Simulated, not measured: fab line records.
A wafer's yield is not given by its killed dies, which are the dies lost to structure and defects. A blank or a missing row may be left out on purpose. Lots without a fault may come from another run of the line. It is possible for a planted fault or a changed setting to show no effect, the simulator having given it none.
Matching of chambers + flow n5 finfet + N5_BEOL_M6_ETCH_65 on rie diel-01 has 4 sister chambers
The step etches SiARC in CF4, target depth 15.6 nm, time 26 s. 8 wafers are shown with their chamber, then 7 later ones without.

WAFERS, EACH WITH ITS CHAMBER
| wafer  | chamber | drypump motor current A (A) | throttle valve pct (%) |
|--------|---------|-----------------------------|------------------------|
| L085.5 | 1       | 6.1                         | 15.32                  |
| L086.1 | 1       | 6.1                         | 15.33                  |
| L086.6 | 0       | 5.2                         | 15.65                  |
| L087.4 | 3       | 5.7                         | 15.92                  |
| L087.5 | 3       | 5.7                         | 15.92                  |
| L087.6 | 2       | 5.5                         | 15.44                  |
| L091.2 | 0       | 5.2                         | 15.66                  |
| L091.3 | 2       | 5.6                         | 15.44                  |

WAFERS WITHOUT THEIR CHAMBER
| wafer  | drypump motor current A (A) | throttle valve pct (%) |
|--------|-----------------------------|------------------------|
| L091.4 | 5.7                         | 15.93                  |
| L093.3 | 6.1                         | 15.38                  |
| L093.5 | 5.5                         | 15.47                  |
| L093.6 | 6.1                         | 15.39                  |
| L097.1 | 5.1                         | 15.69                  |
| L097.3 | 5.7                         | 15.98                  |
| L097.6 | 6.1                         | 15.40                  |

EACH ONE'S CHAMBER
| wafer  | from the rows above | in truth |
|--------|---------------------|----------|
| L091.4 | 3                   | 3        |
| L093.3 | 1                   | 1        |
| L093.5 | 2                   | 2        |
| L093.6 | 1                   | 1        |
| L097.1 | 0                   | 0        |
| L097.3 | 3                   | 3        |
| L097.6 | 1                   | 1        |
Correctly placed: 7 of 7. Can't be placed from these rows: 0. 0 placed wrongly.
How it was worked out, from the rows above alone: a wafer's distance from a chamber is the root of the sum, over the readings, of the square of ((its reading less the chamber's mean) divided by the reading's scatter). The wafer belongs to the nearest chamber; if the next one is less than 2 further off, it can't be placed. Each chamber's mean is taken over the wafers shown for it. How the scatter is found: for the shown wafers, subtract from each reading the mean of its chamber, square and add these, divide the total by (wafers less chambers), then take the root.
